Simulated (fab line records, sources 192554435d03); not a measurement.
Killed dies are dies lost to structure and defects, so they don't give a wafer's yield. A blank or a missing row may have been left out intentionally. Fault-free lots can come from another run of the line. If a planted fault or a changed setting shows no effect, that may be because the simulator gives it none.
Matching of chambers    flow n5Finfet    N5_BEOL_M9_STRIP_19 on rieDiel-03 has 4 sister chambers
The step strips in O2. 18 wafers are shown with their chamber, then 9 later ones without.

## EACH WAFER AND ITS CHAMBER
wafer   chamber  drypumpMotorCurrentA (A)  showerheadPlenumPTorr (Torr)  throttleValvePct (%)
L074.1  1        6.0                       2.10                          16.93
L074.3  0        4.9                       2.02                          17.06
L074.5  2        6.1                       2.16                          16.83
L076.1  1        6.0                       2.10                          16.97
L076.4  0        4.9                       2.01                          17.05
L076.6  3        6.3                       2.06                          16.81
L075.2  3        6.3                       2.06                          16.83
L075.4  0        4.9                       2.01                          17.06
L075.6  0        4.9                       2.01                          17.04
L082.1  1        6.0                       2.09                          16.98
L082.4  0        4.9                       2.01                          17.08
L082.5  1        6.0                       2.09                          16.98
L084.2  3        6.3                       2.06                          16.85
L084.5  0        4.9                       2.01                          17.08
L084.6  1        6.0                       2.09                          17.00
L086.1  3        6.3                       2.05                          16.87
L086.3  2        6.2                       2.15                          16.36
L086.5  3        6.3                       2.05                          16.86

SIGNATURES (averages over the wafers above)
reading                chamber 0  chamber 1  chamber 2  chamber 3  scatter within a chamber
drypumpMotorCurrentA   4.900      6.000      6.150      6.300      0.0189
showerheadPlenumPTorr  2.0117     2.0940     2.1550     2.0560     0.00516
throttleValvePct       17.0617    16.9720    16.5950    16.8440    0.0913
Rule: a wafer lies at a distance from a chamber equal to the root of the sum of squares, over the readings, of (its reading less the chamber's mean, divided by the reading's scatter). The wafer belongs to the nearest chamber; if the next one is less than 2 further off, it can't be placed. The scatter: the root of (the sum of the squares of (reading less its chamber's mean) over the shown wafers, divided by (wafers less chambers)).

## WAFERS WITH NO CHAMBER GIVEN
wafer   drypumpMotorCurrentA (A)  showerheadPlenumPTorr (Torr)  throttleValvePct (%)
L091.2  6.0                       2.09                          17.00
L091.5  6.0                       2.09                          17.01
L091.6  4.9                       2.00                          17.10
L092.3  6.3                       2.05                          16.86
L092.5  6.1                       2.15                          16.36
L092.6  6.3                       2.05                          16.88
L096.1  6.1                       2.14                          16.40
L096.2  6.0                       2.08                          17.04
L096.5  6.1                       2.08                          17.03

## WHICH CHAMBER EACH ONE RAN IN
wafer   from the rows above  in truth
L091.2  1                    1
L091.5  1                    1
L091.6  0                    0
L092.3  3                    3
L092.5  2                    2
L092.6  3                    3
L096.1  2                    2
L096.2  1                    1
L096.5  1                    1
9 of 9 placed correctly. From these rows, 0 cannot be placed. 0 placed wrongly.
